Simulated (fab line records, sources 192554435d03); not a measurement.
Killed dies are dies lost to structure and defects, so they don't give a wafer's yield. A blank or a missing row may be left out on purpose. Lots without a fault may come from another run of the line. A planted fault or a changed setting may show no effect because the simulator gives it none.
fab line records | flow n5_finfet
record lots=4 wafers=12 last_day=18
route steps=1938 shown DUMMY_GATE@234 SPACER0@258 SD_EPI_N@262 SD_EPI_P@329 PASSIVATION@1936
lots that met no fault: from a run of the same line without faults
start_h: hours from the record's first day to the start of the lot's first wafer shown | wait_h: hours since the lot's step before | " the same as in the row above | L1.1+2: a row that stands for several wafers | - no value, or no start given | * or withheld: withheld | < > ~ a bound
route shown NAME@n: a module of which the file shows steps, and the number in the route of the first | usual: mean/standard deviation of fault-free wafers | same: alike in all rows | chamber/n: place in a boat | sites: the reading at each site | _std_site: their standard deviation | _edge_site: outer sites' mean less inner sites' | radius_mm: how far each site lies from the wafer's centre | mask NAME#n: copy n | behind: the tool/chamber that last shaped the wafer | hold: why the lot was held/for how many hours/how that ended | device: the transistor (n, p or np) that didn't switch | end of line: the same wafers' tests at the end of the route | a step without rows: its recipe alone | killed: dies lost to structure and defects at the first sort, not the wafer's yield | map: a wafer's dies, x killed, . not, _ none there
set.NAME: the setting as run; set.NAME@STEP: as run at that earlier step | model.NAME: the simulator's own value behind a step, which no gauge read
lots at some steps of the route; a table a step, a row a wafer
services: from which hour (start_h, from the record's first day; less than 0 if before it) a tool's chamber was out of use, for how many hours, and why
## steps
# step N5_DUMMY_GATE_DESCUM_20
# recipe chemistry=O2 time_s=6.2 source_power_w=50 bias_power_w=20 pressure_mtorr=20 rf_frequency_hz=2.712e+07 temp_c=40 resist=CAR-EUV o2_flow_sccm=225
# step N5_DUMMY_GATE_ETCH_29
# recipe chemistry=N2/H2 target=underlayer target_depth_a=130 ion_energy_ev=200 pressure_mtorr=30 source_w=840 bias_w=150 n2_flow_sccm=200 h2_flow_sccm=200
# step N5_DUMMY_GATE_ETCH_36
# recipe chemistry=CF4 target=SiARC target_depth_a=130 pressure_mtorr=40 source_w=545 bias_w=36 Ar_flow_sccm=100 cf4_flow_sccm=100 ion_energy_ev=80
# step N5_DUMMY_GATE_ETCH_37
# recipe chemistry=N2/H2 target=SOC target_depth_a=600 overetch_a=300 temp_c=40 ion_energy_ev=200 pressure_mtorr=30 source_w=840 bias_w=150 n2_flow_sccm=200 h2_flow_sccm=200
# step N5_DUMMY_GATE_STRIP_38
# recipe chemistry=N2/H2 temp_c=40 n2_flow_sccm=200 h2_flow_sccm=200 rf_frequency_hz=6e+07
# step N5_DUMMY_GATE_STRIP_39
# recipe chemistry=N2/H2 temp_c=40 n2_flow_sccm=200 h2_flow_sccm=200 rf_frequency_hz=6e+07
# step N5_DUMMY_GATE_TRIM_49
# recipe chemistry=O2 resist=SOC time_s=29 target_cd_nm=14 source_power_w=300 bias_power_w=0 O2_flow_sccm=100 temp_c=20
# step N5_DUMMY_GATE_STRIP_40
# recipe chemistry=CF4 resist=SiARC power_w=300 bias_power_w=75 pressure_mtorr=50 cf4_flow_sccm=150 rf_frequency_hz=6e+07
# step N5_DUMMY_GATE_ETCH_31
# recipe chemistry=C4F6/O2 target=SiO2 mask_material=SOC target_depth_a=825 time_s=27.5 ion_energy_ev=250 pressure_mtorr=30 source_w=345 bias_w=185 Ar_flow_sccm=300 C4F6_flow_sccm=10 O2_flow_sccm=10
# step N5_DUMMY_GATE_STRIP_41
# recipe chemistry=O2 power_w=400 temp_c=40 pressure_mtorr=30 rf_frequency_hz=6e+07 bias_power_w=0 overash_fraction=0.3 o2_flow_sccm=225
# step N5_DUMMY_GATE_HM_OPEN_21
# recipe chemistry=CH3F/O2 target=SiNx target_depth_a=1200 Ar_flow_sccm=150 CH3F_flow_sccm=30 O2_flow_sccm=23 time_s=171.4 pressure_mtorr=30 source_w=395 bias_w=73 ion_energy_ev=120.7
# step N5_DUMMY_GATE_ETCH_32
# recipe chemistry=CF4 target=SiO2 target_depth_a=35 time_s=3.9 ion_energy_ev=350 pressure_mtorr=10 icp_w=800 bias_w=400 cf4_flow_sccm=80
# usual bias_w=399.8/1.3 drypump_motor_current_A=5.8/0.51 oes_product_au=1.002/0.016 throttle_valve_pct=21.85/0.16
# same time_s=3.9
# columns lot.wafer tool chamber start_h wait_h bias_w drypump_motor_current_A oes_product_au rf_hours_counter_h throttle_valve_pct
L790.2 rie_si-05 1 60.73 0.1 399.9 5.6 0.983 107 21.90
L790.5 " 2 " " 402.1 6.0 0.992 - 21.90
L790.6 " 3 " " 399.7 5.2 0.996 - 21.78
L807.2 rie_si-05 3 166.38 0.1 399.8 5.2 1.009 72 21.77
L807.3 " 1 " " 399.2 5.6 0.979 109 21.90
L807.5 " 3 " " 400.4 5.2 0.999 - 21.78
L809.1 rie_si-05 1 177.57 0.1 400.3 5.6 0.989 109 21.90
L809.5 " 0 " " 400.3 6.2 1.010 - 21.95
L809.6 " 1 " " 399.0 5.6 0.981 - 21.89
L811.1 rie_si-02 2 187.47 0.1 399.3 6.7 1.024 2 22.14
L811.5 " 0 " " 399.1 4.9 1.021 - 21.61
L811.6 " 3 " " 400.6 6.6 0.979 - 21.70
# step N5_DUMMY_GATE_ETCH_23
# recipe chemistry=HBr/Cl2/O2 HBr_flow_sccm=150 Cl2_flow_sccm=80 O2_flow_sccm=12 bias_w=102 target_depth_a=410 time_s=22.3 target=poly-Si mask_material=SiO2 pressure_mtorr=10 icp_w=800
# step N5_DUMMY_GATE_ETCH_44
# recipe chemistry=HBr/O2 over_etch_frac=0.7 target_depth_a=1275 stop_on=SiO2 ion_energy_ev=60 bias_w=20 target=poly-Si mask_material=SiO2 pressure_mtorr=20 icp_w=400 HBr_flow_sccm=120 O2_flow_sccm=10
# step N5_DUMMY_GATE_ETCH_42
# recipe chemistry=CHF3/O2 target=SiO2 target_depth_a=35 time_s=31 ion_energy_ev=30 bias_w=12 pressure_mtorr=30 source_w=600 Ar_flow_sccm=200 CHF3_flow_sccm=50 O2_flow_sccm=5
# step N5_DUMMY_GATE_STRIP_48
# recipe chemistry=N2/H2 time_s=20 power_w=100 temp_c=40 pressure_mtorr=100 rf_frequency_hz=6e+07 bias_power_w=3 n2_flow_sccm=300 h2_flow_sccm=300
# step N5_DUMMY_GATE_PRECLEAN_33
# recipe chemistry=dHF time_s=10 dilution=750:1 temp_c=25
# step N5_DUMMY_GATE_PRECLEAN_25
# recipe chemistry=O3/DIW time_s=45 temp_c=22 o3_ppm=10
# step N5_DUMMY_GATE_PRECLEAN_51
# recipe chemistry=SC2 time_s=45 temp_c=35 mix=1:1:50
# step N5_DUMMY_GATE_SRD_26
# recipe dry=ipa_marangoni time_s=30 temp_c=23 rinse_liquid=diw
# step N5_DUMMY_GATE_UV_OZONE_45
# recipe time_s=120 pressure_torr=760 temp_c=25
# step N5_DUMMY_GATE_INSPECT_27
# recipe inspect_instrument=brightfield mode=aei
# usual raw_defect_count=313/73
# columns lot.wafer tool chamber start_h wait_h raw_defect_count
L790.2 defect_inspect-01 - 61.21 0.0 279
L790.5 " - " " 393
L790.6 " - " " 257
L807.2 defect_inspect-02 - 166.89 0.0 885
L807.3 " - " " 704
L807.5 " - " " 808
L809.1 defect_inspect-02 - 178.05 0.0 900
L809.5 " - " " 680
L809.6 " - " " 761
L811.1 defect_inspect-02 - 188.07 0.0 167
L811.5 " - " " 237
L811.6 " - " " 352
# step N5_SPACER0_ALD_07
# recipe material=SiNx target_thk_a=20 temp_c=400 ald_precursor_family=SiH2I2 ald_co_reactant=N2/H2-plasma pressure_torr=2
# step N5_SPACER0_ALD_00
# recipe material=SiOCN target_thk_a=35 temp_c=400 ald_precursor_family=alkyl-aminosilane ald_co_reactant=O2/N2-plasma pulse_time_s=3 purge_time_s=2 co_reactant_purge_time_s=2 ald_cycles=58 pressure_torr=2
# step N5_SPACER0_ALD_08
# recipe material=SiNx target_thk_a=20 temp_c=400 ald_precursor_family=SiH2I2 ald_co_reactant=N2/H2-plasma pressure_torr=2
# step N5_SPACER0_INSPECT_04
# recipe inspect_instrument=darkfield mode=post_dep
# usual raw_defect_count=142/33
# columns lot.wafer tool chamber start_h wait_h raw_defect_count
L790.2 defect_inspect-02 - 61.81 0.1 118
L790.5 " - " " 208
L790.6 " - " " 146
L807.2 defect_inspect-02 - 167.49 0.1 698
L807.3 " - " " 642
L807.5 " - " " 635
L809.1 defect_inspect-02 - 179.77 0.1 701
L809.5 " - " " 589
L809.6 " - " " 624
L811.1 defect_inspect-02 - 189.64 0.1 88
L811.5 " - " " 101
L811.6 " - " " 144
# step N5_SD_EPI_N_COAT_32
# recipe resist=SOC temp_c=250 time_s=60 spin_rpm=1500 resist_thk_nm=350
# step N5_SD_EPI_N_COAT_33
# recipe resist=SiARC temp_c=220 time_s=60 spin_rpm=1500 resist_thk_nm=35
# step N5_SD_EPI_N_COAT_03
# recipe resist=CAR-ArF-block spin_rpm=1500 resist_thk_nm=150
# step N5_SD_EPI_N_EBR_05
# recipe solvent=PGMEA ebr_width_mm=1.5
# step N5_SD_EPI_N_SOFTBAKE_04
# recipe temp_c=110 time_s=60 resist=CAR-ArF-block
# step N5_SD_EPI_N_EXPOSE_06
# recipe mask_id=SD_N_BLK na=1.35 source_shape=conventional sigma_outer=0.8 polarization=unpolarized target_cd_nm=120 dose_mj=39.75
# step N5_SD_EPI_N_PEB_07
# recipe peb_temp_c=110 peb_time_s=60 resist=CAR-ArF-block
# step N5_SD_EPI_N_DEVELOP_08
# recipe develop_time_s=30 developer=TMAH resist=CAR-ArF-block dev_temp_c=23 rinse_liquid=diw dry=air_spin
# step N5_SD_EPI_N_INSPECT_11
# recipe mode=adi inspect_instrument=macro
# usual raw_defect_count=1.9/1.4
# columns lot.wafer tool chamber start_h wait_h raw_defect_count
L790.2 defect_inspect-02 - 62.14 0.0 2
L790.5 " - " " 6
L790.6 " - " " 0
L807.2 defect_inspect-02 - 167.94 0.0 >300
L807.3 " - " " >300
L807.5 " - " " >300
L809.1 defect_inspect-02 - 180.10 0.0 >300
L809.5 " - " " >300
L809.6 " - " " >300
L811.1 defect_inspect-02 - 190.10 0.0 2
L811.5 " - " " 0
L811.6 " - " " 2
# step N5_SD_EPI_N_DESCUM_14
# recipe chemistry=O2 time_s=7.9 source_power_w=50 bias_power_w=20 pressure_mtorr=20 rf_frequency_hz=2.712e+07 temp_c=40 resist=CAR-ArF-block o2_flow_sccm=225
# step N5_SD_EPI_N_ETCH_34
# recipe chemistry=CF4 target=SiARC target_depth_a=455 mask_material=CAR-ArF-block time_s=75.8 ion_energy_ev=80 pressure_mtorr=40 source_w=545 bias_w=36 Ar_flow_sccm=100 cf4_flow_sccm=100 ends=cleared
# step N5_SD_EPI_N_ETCH_35
# recipe chemistry=N2/H2 target=SOC overetch_a=1080 mask_material=SiARC temp_c=40 ion_energy_ev=100 source_w=3000 bias_w=133 pressure_mtorr=20 time_s=486 n2_flow_sccm=200 h2_flow_sccm=200
# step N5_SD_EPI_N_INSPECT_26
# recipe inspect_instrument=darkfield mode=post_epi
# usual raw_defect_count=209/41
# columns lot.wafer tool chamber start_h wait_h raw_defect_count
L790.2 defect_inspect-01 - 66.14 0.1 147
L790.5 " - " " 279
L790.6 " - " " 181
L807.2 defect_inspect-01 - 171.92 0.1 800
L807.3 " - " " 727
L807.5 " - " " 705
L809.1 defect_inspect-01 - 184.86 0.1 756
L809.5 " - " " 651
L809.6 " - " " 689
L811.1 defect_inspect-01 - 194.10 0.1 181
L811.5 " - " " 176
L811.6 " - " " 202
# step N5_SD_EPI_P_INSPECT_26
# recipe inspect_instrument=darkfield mode=post_epi
# usual raw_defect_count=184/37
# columns lot.wafer tool chamber start_h wait_h raw_defect_count
L790.2 defect_inspect-01 - 70.34 0.0 138
L790.5 " - " " 196
L790.6 " - " " 145
L807.2 defect_inspect-02 - 176.99 0.0 737
L807.3 " - " " 685
L807.5 " - " " 654
L809.1 defect_inspect-01 - 189.80 0.0 708
L809.5 " - " " 651
L809.6 " - " " 680
L811.1 defect_inspect-01 - 199.38 0.0 116
L811.5 " - " " 149
L811.6 " - " " 201
# step N5_PASSIVATION_PROBE_49
# usual defect_limited_yield=91.7/1.5 killed_at_M0_to_M3=30/8.6 killed_at_M4_up=12/4.5 killed_at_contacts=13/5.8 killed_at_front_end=38/11 killed_at_other=4/3 killed_dies=97/17 killed_open=63/12 killed_short=32/8.8 sort_bin_5_function=4.8/0.91 sort_bin_6_memory=3.1/0.68 sort_n_pass=1083/17 sort_yield_pct=91.7/1.5
# same gross_dies=1180 killed_at_back_side=0 sort_bin_4_leakage[%]=0 sort_bin_8_speed[%]=0
# columns lot.wafer tool chamber start_h wait_h defect_limited_yield[%] killed_at_M0_to_M3 killed_at_M4_up killed_at_contacts killed_at_front_end killed_at_other killed_dies killed_open killed_short sort_bin_5_function[%] sort_bin_6_memory[%] sort_n_pass sort_yield_pct[%]
L790.2 prober-01 - 294.27 0.1 93.1 25 9 5 35 8 82 55 24 3.8 2.9 1098 93.1
L790.5 prober-01 - 294.42 0.2 91.7 29 13 9 44 3 98 71 26 5.1 3.1 1082 91.7
L790.6 prober-01 - 294.47 0.3 93.0 26 9 12 31 5 83 55 24 4.0 3.0 1097 93.0
L811.1 prober-02 - 421.81 0.0 92.4 36 6 19 27 2 90 57 31 4.9 2.5 1090 92.4
L811.5 prober-02 - 422.01 0.2 91.8 31 6 32 22 6 97 58 36 4.4 3.6 1083 91.8
L811.6 prober-02 - 422.06 0.3 92.0 35 7 18 31 3 94 57 32 4.7 2.9 1086 92.0
# killed by level:class
L790.2 STI_FIN_REVEAL:geometric_particle:open=8 DUMMY_GATE:geometric_particle:open=7 FIN_SAQP:geometric_particle:open=5 BEOL_M0_SAQP:geometric_particle:open=5 BEOL_M1:geometric_particle:open=5 BEOL_M3:geometric_particle:open=5 MOL_CONTACT_COAG:geometric_particle:open=4 BEOL_M4:geometric_particle:open=4
L790.5 DUMMY_GATE:geometric_particle:open=12 FIN_SAQP:geometric_particle:open=10 BEOL_M3:geometric_particle:open=9 BEOL_M2:geometric_particle:open=7 BEOL_M4:geometric_particle:open=7 MOL_CONTACT_COAG:geometric_particle:open=5 BEOL_M1:geometric_particle:open=5 STI_FIN_REVEAL:geometric_particle:open=4
L790.6 MOL_CONTACT_COAG:geometric_particle:open=10 FIN_SAQP:geometric_particle:open=8 BEOL_M2:geometric_particle:open=8 BEOL_M0_SAQP:geometric_particle:short=7 FIN_SAQP:geometric_particle:short=6 DUMMY_GATE:geometric_particle:open=6 STI_FIN_REVEAL:geometric_particle:open=4 BEOL_M3:geometric_particle:open=4
L811.1 MOL_CONTACT_COAG:geometric_particle:open=14 BEOL_M0_SAQP:geometric_particle:open=11 BEOL_M0_SAQP:geometric_particle:short=10 FIN_SAQP:geometric_particle:open=9 FIN_SAQP:geometric_particle:short=6 BEOL_M2:geometric_particle:open=6 BEOL_M1:geometric_particle:open=5 MOL_CONTACT_COAG:geometric_particle:short=5
L811.5 MOL_CONTACT_COAG:geometric_particle:open=27 BEOL_M1:geometric_particle:open=8 BEOL_M0_SAQP:geometric_particle:open=7 BEOL_M0_SAQP:geometric_particle:short=7 GATE_CUT:geometric_particle:short=5 MOL_CONTACT_COAG:geometric_particle:short=5 FIN_SAQP:geometric_particle:short=4 BEOL_M3:geometric_particle:open=4
L811.6 MOL_CONTACT_COAG:geometric_particle:open=15 BEOL_M0_SAQP:geometric_particle:short=14 BEOL_M1:geometric_particle:open=8 STI_FIN_REVEAL:geometric_particle:open=7 STARTING-WAFER:geometric_particle:short=6 BEOL_M0_SAQP:geometric_particle:open=5 BEOL_M2:geometric_particle:open=4 FIN_SAQP:geometric_particle:short=3
## services
# columns tool chamber start_h hours kind
rie_si-02 2 80.47 - clean
rie_si-02 2 80.47 19.3 scheduled_down
rie_si-02 2 80.47 19.3 vent_cycle
rie_si-02 - 169.57 1.8 repair
## key
first_sign step=N5_DUMMY_GATE_INSPECT_27 reading=raw_defect_count direction=up sigmas=6.6 usual=313 struck=790
effect step=N5_SPACER0_INSPECT_04 reading=raw_defect_count direction=up sigmas=15 usual=142 struck=648
effect step=N5_SD_EPI_N_INSPECT_11 reading=raw_defect_count direction=up sigmas=99+ usual=1.9 struck=>300
effect step=N5_SD_EPI_N_INSPECT_26 reading=raw_defect_count direction=up sigmas=13 usual=209 struck=721
effect step=N5_SD_EPI_P_INSPECT_26 reading=raw_defect_count direction=up sigmas=13 usual=184 struck=686
met_at N5_DUMMY_GATE_ETCH_32
struck_wafers L807.2,L807.3,L807.5,L809.1,L809.5,L809.6
rows_end L807.2,L807.3,L807.5,L809.1,L809.5,L809.6
onset_between 60.73 166.38
fault kind=chamber_particle_source tool=rie_si-05 chamber=- onset_h=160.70 steps=N5_DUMMY_GATE_ETCH_32 rate_per_visit_cm2=0.79948
# rows_end: these wafers met a further fault down the route, and their rows from its step on are left out
